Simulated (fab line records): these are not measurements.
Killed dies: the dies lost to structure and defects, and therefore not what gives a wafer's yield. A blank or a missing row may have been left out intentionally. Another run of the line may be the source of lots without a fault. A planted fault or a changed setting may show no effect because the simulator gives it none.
fab line records    flow nand-harc
record: lots: 12  wafers: 36  last-day: 24
route steps=1159 shown A_CONTACT@937 END@1159
lots that met no fault: taken from a fault-free run of the same line
start-h: hours from the record's first day to the start of the lot's first wafer shown    wait-h: how many hours have passed since the lot's step before this one    " repeats the value in the row above    L1.1+2: a single row standing in for several wafers    - no value, or no start given    * or withheld: withheld    < > ~ a bound
route shown NAME@n: NAME is a module with steps in the file, n the number in the route of the first one    usual: average and standard deviation across the fault-free wafers    same: alike in all rows    chamber/n: place in a boat    sites: per-site readings    _std_site: their standard deviation    _edge_site: outer sites' mean less inner sites'    radius-mm: how far each site lies from the wafer's centre    mask NAME#n: copy n    behind: the last tool/chamber to shape the wafer    hold: reason for holding the lot/hours on hold/outcome of the hold    device: transistor that didn't switch, given as n, p or np    end of line: the route-end tests of the same wafers    a step given without rows: its recipe and nothing more    killed: count of dies lost to structure and defects at first sort (not the wafer's yield)    map: dies across one wafer; x = killed, . = not, _ = none there
set.NAME: setting as actually run; set.NAME@STEP: the setting as run at that earlier step    model.NAME: the simulator's own value behind a step, which no gauge read
route steps across a sampled set of lots; one table per step, one row per wafer
services: from which hour (start-h, from the record's first day; less than 0 if before it) a tool's chamber was out of use, for how many hours, and why
== steps ==
step: NHARC_A_CONTACT_INSPECT_10
usual: raw-defect-count: 32/13
lot.wafer  tool               chamber  start-h  wait-h  raw-defect-count
L710.1     defect-inspect-02  -        378.72   0.0     41
L710.3     "                  -        "        "       38
L710.4     "                  -        "        "       31
L713.3     defect-inspect-02  -        407.78   0.0     46
L713.4     "                  -        "        "       48
L713.6     "                  -        "        "       51
L714.1     defect-inspect-01  -        426.30   0.0     20
L714.2     "                  -        "        "       22
L714.3     "                  -        "        "       28
L718.2     defect-inspect-02  -        432.20   0.0     18
L718.3     "                  -        "        "       11
L718.6     "                  -        "        "       12
L717.1     defect-inspect-01  -        433.60   0.0     53
L717.3     "                  -        "        "       43
L717.5     "                  -        "        "       48
L719.3     defect-inspect-02  -        442.74   0.0     20
L719.4     "                  -        "        "       16
L719.6     "                  -        "        "       13
L721.1     defect-inspect-01  -        453.50   0.0     10
L721.3     "                  -        "        "       7
L721.6     "                  -        "        "       16
L722.3     defect-inspect-02  -        454.67   0.0     31
L722.5     "                  -        "        "       34
L722.6     "                  -        "        "       21
L724.1     defect-inspect-02  -        477.24   0.0     42
L724.4     "                  -        "        "       33
L724.5     "                  -        "        "       43
L725.2     defect-inspect-01  -        491.41   0.0     34
L725.4     "                  -        "        "       29
L725.6     "                  -        "        "       29
L728.1     defect-inspect-01  -        496.50   0.0     12
L728.2     "                  -        "        "       20
L728.6     "                  -        "        "       13
L732.3     defect-inspect-01  -        520.82   0.0     18
L732.4     "                  -        "        "       20
L732.5     "                  -        "        "       12
step: NHARC_A_CONTACT_ETCH_137
recipe: source-w: withheld  pressure-mtorr: 20  bias-v: 3000  time-s: 132  target-depth-a: 12870  ar-flow-sccm: withheld  c4f8-flow-sccm: withheld  o2-flow-sccm: withheld  chemistry: C4F8/O2/Ar
lot.wafer  tool             chamber  start-h  wait-h  rf-hours-counter-h
L710.1     har-cap-etch-02  0        380.52   0.1     12
L710.4     "                1        "        "       -
L710.3     "                0        "        "       -
L713.3     har-cap-etch-03  0        409.32   0.1     -
L713.4     "                1        "        "       -
L713.6     "                1        "        "       -
L714.2     har-cap-etch-02  0        427.80   0.1     20
L714.1     "                1        "        "       20
L714.3     "                0        "        "       -
L718.2     har-cap-etch-03  1        433.71   0.1     92
L718.3     "                1        "        "       -
L718.6     "                1        "        "       -
L717.1     har-cap-etch-01  0        435.14   0.1     66
L717.3     "                0        "        "       -
L717.5     "                0        "        "       -
L719.4     har-cap-etch-01  0        444.28   0.1     -
L719.3     "                1        "        "       -
L719.6     "                1        "        "       -
L721.1     har-cap-etch-03  0        455.07   0.1     97
L721.3     "                1        "        "       -
L721.6     "                1        "        "       -
L722.3     har-cap-etch-01  1        456.21   0.1     -
L722.5     "                1        "        "       -
L722.6     "                0        "        "       -
L724.1     har-cap-etch-02  1        478.87   0.1     28
L724.4     "                1        "        "       -
L724.5     "                1        "        "       -
L725.2     har-cap-etch-01  0        493.00   0.1     76
L725.4     "                1        "        "       -
L725.6     "                0        "        "       -
L728.2     har-cap-etch-02  1        498.00   0.1     32
L728.1     "                0        "        "       32
L728.6     "                0        "        "       -
L732.4     har-cap-etch-03  1        522.37   0.1     -
L732.3     "                0        "        "       -
L732.5     "                0        "        "       -
step: NHARC_A_CONTACT_ETCH_110
recipe: target-depth-a: 500  overetch-a: 50  time-s: 27.5  ion-energy-ev: 100  cf4-flow-sccm: 80  o2-flow-sccm: 20  ar-flow-sccm: 0  rf-w: 300  bias-w: 100  chemistry: CF4/O2
usual: drypump-motor-current-A: 5.5/0.4  oes-product-au: 0.996/0.015  rf-vpp-V: 197.5/1.2  showerhead-plenum-p-Torr: 1.32/0.051  throttle-valve-pct: 13.397/0.011
lot.wafer  tool         chamber  start-h  wait-h  drypump-motor-current-A  oes-product-au  rf-hours-counter-h  rf-vpp-V  showerhead-plenum-p-Torr  throttle-valve-pct
L710.1     rie-diel-04  0        381.76   0.1     5.0                      1.002           35                  200.0     1.40                      13.397
L710.4     "            1        "        "       6.0                      1.020           37                  195.9     1.34                      13.397
L710.3     "            2        "        "       5.4                      0.991           37                  196.1     1.30                      13.404
L713.4     rie-diel-01  1        410.47   0.1     5.3                      0.993           33                  198.5     1.42                      13.360
L713.3     "            3        "        "       5.0                      0.999           32                  195.4     1.25                      13.387
L713.6     "            1        "        "       5.3                      1.006           -                   199.6     1.42                      13.403
L714.1     rie-diel-03  0        428.99   0.0     5.1                      1.002           6                   196.6     1.30                      13.380
L714.3     "            1        "        "       5.4                      0.982           6                   198.0     1.36                      13.408
L714.2     "            3        "        "       5.7                      0.980           7                   196.7     1.26                      13.404
L718.3     rie-diel-03  0        434.85   0.1     5.1                      0.993           7                   196.5     1.30                      13.411
L718.2     "            2        "        "       6.2                      1.017           8                   195.6     1.24                      13.405
L718.6     "            1        "        "       5.4                      0.988           -                   198.7     1.36                      13.408
L717.1     rie-diel-01  3        436.28   0.1     5.0                      0.997           40                  195.6     1.25                      13.404
L717.3     "            0        "        "       5.8                      0.995           40                  197.5     1.36                      13.398
L717.5     "            2        "        "       6.2                      1.005           -                   197.4     1.35                      13.390
L719.4     rie-diel-01  0        445.48   0.1     5.8                      0.977           42                  196.6     1.36                      13.382
L719.3     "            1        "        "       5.3                      1.014           46                  199.7     1.42                      13.389
L719.6     "            3        "        "       5.0                      0.997           -                   196.4     1.25                      13.390
L721.1     rie-diel-03  2        456.23   0.1     6.2                      1.018           12                  195.0     1.24                      13.403
L721.3     "            0        "        "       5.1                      1.002           12                  196.4     1.30                      13.375
L721.6     "            2        "        "       6.2                      1.007           -                   195.8     1.24                      13.386
L722.3     rie-diel-03  3        457.34   0.1     5.8                      0.962           12                  196.3     1.26                      13.393
L722.5     "            3        "        "       5.7                      0.959           -                   197.1     1.26                      13.397
L722.6     "            0        "        "       5.1                      0.989           -                   196.5     1.30                      13.399
L724.4     rie-diel-03  2        480.35   0.1     6.2                      1.013           16                  195.6     1.24                      13.403
L724.1     "            3        "        "       5.8                      0.965           16                  196.8     1.26                      13.400
L724.5     "            0        "        "       5.1                      0.984           -                   197.9     1.30                      13.392
L725.4     rie-diel-04  1        494.30   0.1     5.9                      0.996           11                  197.2     1.34                      13.420
L725.2     "            2        "        "       5.4                      0.994           10                  196.0     1.30                      13.400
L725.6     "            1        "        "       6.0                      0.986           -                   197.0     1.34                      13.387
L728.2     rie-diel-03  2        499.93   0.3     6.2                      1.020           20                  196.7     1.24                      13.398
L728.1     "            3        "        "       5.8                      0.976           19                  196.3     1.26                      13.412
L728.6     "            1        "        "       5.4                      0.992           -                   198.8     1.36                      13.393
L732.4     rie-diel-03  1        523.49   0.1     5.4                      0.995           25                  198.9     1.36                      13.418
L732.3     "            2        "        "       6.2                      1.012           25                  196.3     1.24                      13.403
L732.5     "            1        "        "       5.4                      0.994           -                   199.0     1.36                      13.390
step: NHARC_A_CONTACT_CMP_20
recipe: t-overpolish-s: 30  target-thk-nm: 300
usual: motor-current-A: 12.3/1  overpolish-run-s: 30.000/0.0089  slurry-flow-ml-min: 150.0/0.48  time-to-endpoint-s: 59/3.2
lot.wafer  tool    chamber  start-h  wait-h  motor-current-A  overpolish-run-s  slurry-flow-ml-min  time-to-endpoint-s
L710.3     cmp-04  0        390.07   0.5     12.7             30.002            149.8               57
L710.1     "       1        "        "       13.2             29.991            150.8               53
L710.4     "       2        "        "       11.9             30.013            149.0               57
L713.3     cmp-01  1        413.97   0.4     13.3             29.978            149.7               59
L713.4     "       0        "        "       11.2             30.004            150.0               52
L713.6     "       2        "        "       9.9              29.984            149.7               59
L714.3     cmp-03  2        433.00   0.4     12.0             30.002            149.9               62
L714.2     "       0        "        "       13.3             29.996            150.0               61
L714.1     "       1        "        "       12.9             29.996            150.4               67
L718.3     cmp-04  3        439.87   0.5     12.9             30.002            149.7               60
L718.2     "       0        "        "       12.8             29.987            149.9               59
L718.6     "       0        "        "       12.3             29.993            149.8               60
L717.3     cmp-04  1        441.02   0.5     13.3             30.005            150.8               54
L717.1     "       0        "        "       12.7             30.021            150.1               58
L717.5     "       1        "        "       12.3             30.005            149.4               57
L719.4     cmp-01  1        447.23   0.4     13.7             29.993            149.2               61
L719.3     "       0        "        "       11.5             29.997            149.9               56
L719.6     "       1        "        "       13.2             29.988            149.2               60
L721.1     cmp-04  2        462.94   0.7     11.4             29.988            150.8               56
L721.3     "       3        "        "       12.8             29.988            150.1               56
L721.6     "       0        "        "       13.3             30.007            149.7               59
L722.3     cmp-04  1        467.93   0.4     11.9             0.044             150.5               118
L722.5     "       0        "        "       12.8             0.048             149.8               117
L722.6     "       1        "        "       13.2             0.051             150.8               117
L724.1     cmp-03  3        483.59   0.8     12.8             29.987            150.5               62
L724.4     "       1        "        "       12.4             29.992            150.2               65
L724.5     "       2        "        "       12.3             30.004            150.5               61
L725.4     cmp-01  2        500.43   0.5     9.3              30.001            150.5               64
L725.2     "       3        "        "       13.1             30.009            150.1               65
L725.6     "       2        "        "       9.7              30.007            149.3               62
L728.2     cmp-04  3        502.86   0.8     12.9             0.033             150.3               117
L728.1     "       0        "        "       12.5             0.043             148.7               117
L728.6     "       1        "        "       13.4             0.035             150.1               117
L732.3     cmp-01  0        531.04   0.4     11.5             30.002            150.1               60
L732.4     "       1        "        "       12.9             29.996            150.2               60
L732.5     "       1        "        "       13.1             30.003            150.2               60
step: NHARC_A_CONTACT_INSPECT_23
usual: raw-defect-count: 404/100
lot.wafer  tool               chamber  start-h  wait-h  raw-defect-count
L710.1     defect-inspect-01  -        390.44   0.1     334
L710.3     "                  -        "        "       466
L710.4     "                  -        "        "       377
L713.3     defect-inspect-02  -        414.37   0.1     436
L713.4     "                  -        "        "       360
L713.6     "                  -        "        "       353
L714.1     defect-inspect-02  -        433.41   0.1     280
L714.2     "                  -        "        "       490
L714.3     "                  -        "        "       383
L718.2     defect-inspect-02  -        440.27   0.1     496
L718.3     "                  -        "        "       342
L718.6     "                  -        "        "       472
L717.1     defect-inspect-02  -        441.42   0.1     400
L717.3     "                  -        "        "       369
L717.5     "                  -        "        "       389
L719.3     defect-inspect-01  -        447.64   0.1     518
L719.4     "                  -        "        "       622
L719.6     "                  -        "        "       365
L721.1     defect-inspect-02  -        463.29   0.1     348
L721.3     "                  -        "        "       383
L721.6     "                  -        "        "       602
L722.3     defect-inspect-01  -        468.32   0.1     2630
L722.5     "                  -        "        "       2576
L722.6     "                  -        "        "       2527
L724.1     defect-inspect-01  -        483.97   0.1     734
L724.4     "                  -        "        "       315
L724.5     "                  -        "        "       436
L725.2     defect-inspect-01  -        500.84   0.1     282
L725.4     "                  -        "        "       301
L725.6     "                  -        "        "       449
L728.1     defect-inspect-02  -        503.21   0.1     2468
L728.2     "                  -        "        "       1930
L728.6     "                  -        "        "       2082
L732.3     defect-inspect-01  -        531.44   0.1     393
L732.4     "                  -        "        "       300
L732.5     "                  -        "        "       387
step: NHARC_END_SORT_01
recipe: temp-c: 25
usual: killed-at-array: 31/11  killed-at-other: 0.5/0.78  killed-at-periphery: 3.0/2  killed-dies: 34/12  killed-open: 3.2/2  killed-short: 1.9/1.6
same: gross-dies: 677
lot.wafer  tool       chamber  start-h  wait-h  killed-at-array  killed-at-other  killed-at-periphery  killed-dies  killed-open  killed-short
L710.1     prober-01  0        445.67   2.5     39               1                4                    44           8            2
L710.3     prober-01  0        447.27   3.1     34               0                7                    41           7            0
L710.4     prober-01  0        448.07   3.4     31               0                1                    32           3            1
L713.3     prober-01  0        462.84   3.1     49               0                1                    50           7            0
L713.4     prober-01  0        463.63   3.3     49               1                3                    53           3            1
L713.6     prober-01  0        465.20   3.9     51               1                3                    55           5            0
L718.2     prober-02  0        490.05   2.8     20               0                1                    21           5            0
L718.3     prober-02  0        490.86   3.1     11               1                1                    13           3            1
L718.6     prober-02  0        493.29   4.0     14               0                1                    15           0            3
L722.3     prober-01  0        519.40   3.1     673              0                4                    677          2            3
L722.5     prober-01  0        521.01   3.7     675              1                1                    677          1            4
L722.6     prober-01  0        521.82   4.0     673              1                3                    677          1            3
L728.1     prober-01  0        556.49   2.5     675              0                2                    677          1            5
L728.2     prober-01  0        557.29   2.8     529              0                1                    530          4            1
L728.6     prober-01  0        560.45   4.0     651              0                2                    653          3            2
L732.3     prober-01  0        579.50   3.1     22               0                0                    22           2            3
L732.4     prober-01  0        580.29   3.4     21               1                1                    23           3            2
L732.5     prober-01  0        581.09   3.7     15               0                1                    16           3            1
killed by level:class
L710.1 A_CHANNEL_HOLE_D1:chamber-film-flake=15 A_STAIRCASE:chamber-film-flake=7 A_SLIT:chamber-film-flake=5 A_SGD_CUT:geometric-particle:open=2 A_SGD_CUT:chamber-film-flake=2 P_M0:geometric-particle:open=1 P_M0:geometric-particle:short=1 A_ONON_D1:geometric-particle:open=1
L710.3 A_CHANNEL_HOLE_D1:chamber-film-flake=13 A_SLIT:chamber-film-flake=11 P_ZERO_WELL:chamber-film-flake=4 A_CONTACT:geometric-particle:open=2 P_GATE:geometric-particle:open=1 A_CHANNEL_HOLE_D1:geometric-particle:open=1 A_SGD_CUT:geometric-particle:open=1 A_WL_FILL:geometric-particle:open=1
L710.4 A_CHANNEL_HOLE_D1:chamber-film-flake=11 A_SLIT:chamber-film-flake=8 A_STAIRCASE:chamber-film-flake=7 A_ONON_D1:geometric-particle:short=1 A_WL_FILL:geometric-particle:open=1 A_CONTACT:geometric-particle:open=1 A_M0:geometric-particle:open=1 P_ZERO_WELL:chamber-film-flake=1
L713.3 A_CHANNEL_HOLE_D1:chamber-film-flake=21 A_CONTACT:chamber-film-flake=9 A_SLIT:chamber-film-flake=7 A_STAIRCASE:chamber-film-flake=5 A_CHANNEL_FILL_D1:geometric-particle:open=3 A_M0:geometric-particle:open=2 P_CONTACT:geometric-particle:open=1 A_CHANNEL_HOLE_D1:geometric-particle:open=1
L713.4 A_CHANNEL_HOLE_D1:chamber-film-flake=22 A_SLIT:chamber-film-flake=14 A_CONTACT:chamber-film-flake=5 A_STAIRCASE:chamber-film-flake=4 P_GATE:chamber-film-flake=2 A_CHANNEL_FILL_D1:geometric-particle:open=1 A_SGD_CUT:geometric-particle:open=1 A_SLIT:geometric-particle:short=1
L713.6 A_CHANNEL_HOLE_D1:chamber-film-flake=22 A_SLIT:chamber-film-flake=12 A_CONTACT:chamber-film-flake=9 A_STAIRCASE:chamber-film-flake=3 P_GATE:chamber-film-flake=2 P_CONTACT:geometric-particle:open=1 A_CHANNEL_HOLE_D1:geometric-particle:open=1 A_CHANNEL_FILL_D1:geometric-particle:open=1
L718.2 A_ZERO_WELL:chamber-film-flake=5 A_CHANNEL_HOLE_D1:chamber-film-flake=4 A_STAIRCASE:chamber-film-flake=4 A_WL_FILL:geometric-particle:open=3 A_CHANNEL_FILL_D1:chamber-film-flake=3 P_M0:geometric-particle:open=1 A_CHANNEL_HOLE_D1:geometric-particle:open=1
L718.3 A_STAIRCASE:chamber-film-flake=5 A_CONTACT:geometric-particle:open=2 A_CONTACT:chamber-film-flake=2 P_CONTACT:geometric-particle:short=1 A_CHANNEL_FILL_D1:geometric-particle:open=1 A_CHANNEL_HOLE_D1:chamber-film-flake=1 THIN_TSV:chamber-film-flake=1
L718.6 A_CHANNEL_HOLE_D1:chamber-film-flake=4 A_CONTACT:chamber-film-flake=3 A_STAIRCASE:chamber-film-flake=3 P_CONTACT:geometric-particle:short=1 A_CHANNEL_FILL_D1:geometric-particle:short=1 A_BLC:geometric-particle:short=1 A_ZERO_WELL:chamber-film-flake=1 A_SLIT:chamber-film-flake=1
L722.3 A_CONTACT:area-cmp=645 A_SLIT:chamber-film-flake=11 A_CHANNEL_HOLE_D1:chamber-film-flake=8 P_STI:chamber-film-flake=3 A_ONON_D1:geometric-particle:short=2 A_CONTACT:chamber-film-flake=2 A_CONTACT:geometric-particle:short=1 A_BLC:geometric-particle:open=1
L722.5 A_CONTACT:area-cmp=645 A_SLIT:chamber-film-flake=17 A_CHANNEL_HOLE_D1:chamber-film-flake=4 A_STAIRCASE:chamber-film-flake=3 A_CHANNEL_HOLE_D1:geometric-particle:short=1 A_CHANNEL_FILL_D1:geometric-particle:short=1 A_SGD_CUT:geometric-particle:short=1 A_WL_FILL:geometric-particle:short=1
L722.6 A_CONTACT:area-cmp=649 A_SLIT:chamber-film-flake=11 A_CHANNEL_HOLE_D1:chamber-film-flake=6 A_WL_FILL:chamber-film-flake=2 A_CONTACT:chamber-film-flake=2 P_M2:geometric-particle:short=1 A_CHANNEL_FILL_D1:geometric-particle:short=1 A_WL_FILL:geometric-particle:short=1
L728.1 A_CONTACT:area-cmp=660 A_CHANNEL_HOLE_D1:chamber-film-flake=6 A_WL_FILL:geometric-particle:short=2 A_CONTACT:chamber-film-flake=2 P_CONTACT:geometric-particle:short=1 A_CHANNEL_HOLE_D1:geometric-particle:short=1 A_CHANNEL_FILL_D1:geometric-particle:open=1 A_CHANNEL_FILL_D1:geometric-particle:short=1
L728.2 A_CONTACT:area-cmp=508 A_CHANNEL_HOLE_D1:chamber-film-flake=6 A_SGD_CUT:chamber-film-flake=4 A_CONTACT:chamber-film-flake=3 A_STAIRCASE:chamber-film-flake=2 P_CONTACT:geometric-particle:open=1 A_SOURCE_PLATE:geometric-particle:open=1 A_CHANNEL_FILL_D1:geometric-particle:short=1
L728.6 A_CONTACT:area-cmp=634 A_CHANNEL_HOLE_D1:chamber-film-flake=10 P_CONTACT:geometric-particle:open=1 A_CHANNEL_FILL_D1:geometric-particle:short=1 A_CHANNEL_FILL_D1:geometric-particle:open=1 A_CONTACT:geometric-particle:open=1 A_CONTACT:geometric-particle:short=1 P_ZERO_WELL:chamber-film-flake=1
L732.3 A_CHANNEL_HOLE_D1:chamber-film-flake=11 A_CONTACT:chamber-film-flake=3 A_WL_FILL:chamber-film-flake=2 A_CHANNEL_HOLE_D1:geometric-particle:open=1 A_CHANNEL_FILL_D1:geometric-particle:short=1 A_WL_FILL:geometric-particle:short=1 A_BLC:geometric-particle:short=1 A_M0:geometric-particle:open=1
L732.4 A_CHANNEL_HOLE_D1:chamber-film-flake=12 A_CONTACT:chamber-film-flake=4 A_STAIRCASE:chamber-film-flake=2 P_STI:geometric-particle:open=1 A_ONON_D1:geometric-particle:short=1 A_CHANNEL_FILL_D1:geometric-particle:short=1 A_SGD_CUT:geometric-particle:open=1 STARTING-WAFER:geometric-particle:open=1
L732.5 A_CHANNEL_HOLE_D1:chamber-film-flake=7 A_WL_FILL:chamber-film-flake=2 A_CONTACT:chamber-film-flake=2 P_CONTACT:geometric-particle:open=1 A_SGD_CUT:geometric-particle:short=1 A_SGD_CUT:geometric-particle:open=1 A_M1:geometric-particle:open=1 A_SLIT:chamber-film-flake=1
== services ==
tool         chamber  start-h  hours  kind
rie-diel-03  -        360.97   0.3    repair
rie-diel-03  0        371.36   -      clean
rie-diel-03  1        371.36   -      clean
rie-diel-03  2        371.36   -      clean
cmp-03       -        374.10   4.0    repair
cmp-01       -        375.52   4.0    pm
cmp-03       -        382.34   0.8    repair
cmp-03       -        387.47   4.0    repair
rie-diel-01  0        390.21   8.2    repair
rie-diel-03  -        392.33   9.0    pm
cmp-04       -        400.15   4.0    pm
cmp-03       -        405.59   4.0    pm
cmp-01       -        437.60   5.6    repair
cmp-03       -        443.60   0.5    repair
cmp-03       -        465.08   2.7    repair
rie-diel-04  -        465.97   9.0    pm
cmp-01       -        473.52   4.0    pm
cmp-04       -        478.00   1.6    repair
cmp-01       -        481.02   2.6    repair
rie-diel-03  3        487.55   4.3    repair
rie-diel-01  -        491.88   9.0    pm
cmp-04       -        498.15   4.0    pm
cmp-03       -        503.59   4.0    pm
rie-diel-04  -        525.98   23.4   repair
== key ==
first-sign: step: NHARC_A_CONTACT_CMP_20  reading: overpolish-run-s  direction: down  sigmas: 99+  usual: 30.000  struck: 0.042
effect: step: NHARC_A_CONTACT_CMP_20  reading: time-to-endpoint-s  direction: up  sigmas: 18  usual: *  struck: *
effect: step: NHARC_A_CONTACT_INSPECT_23  reading: raw-defect-count  direction: up  sigmas: 19  usual: 404  struck: 2369
effect: step: NHARC_END_SORT_01  reading: killed-at-array  direction: up  sigmas: 55  usual: 31  struck: 646
more-kills-born-at: NHARC_A_CONTACT_CMP_20@cmp-04: 3741
met-at NHARC_A_CONTACT_CMP_20
struck-lots L722,L728
later-rows-left-out L722.3,L722.5,L722.6,L728.1,L728.2,L728.6
tester-left-out L722,L728
not-acting-at NHARC_A_CONTACT_INSPECT_10,NHARC_A_CONTACT_ETCH_137,NHARC_A_CONTACT_ETCH_110
onset-between 462.94 467.93
fault: kind: process-parameter-drift  tool: cmp-04  chamber: -  onset-h: 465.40  steps: NHARC_A_CONTACT_CMP_20  channel: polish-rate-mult  offset: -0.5  shape: step  end-h: 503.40
tester-left-out: of these lots the tester's yield and bins aren't shown, on N5 and GAA mostly nor the transistor test; their killed dies are dies lost to structure and defects alone, not to doping, threshold or leakage, so they don't give the yield
later-rows-left-out: the simulator's readings of these wafers behind a module that went badly wrong aren't trusted and aren't shown, but for the sort
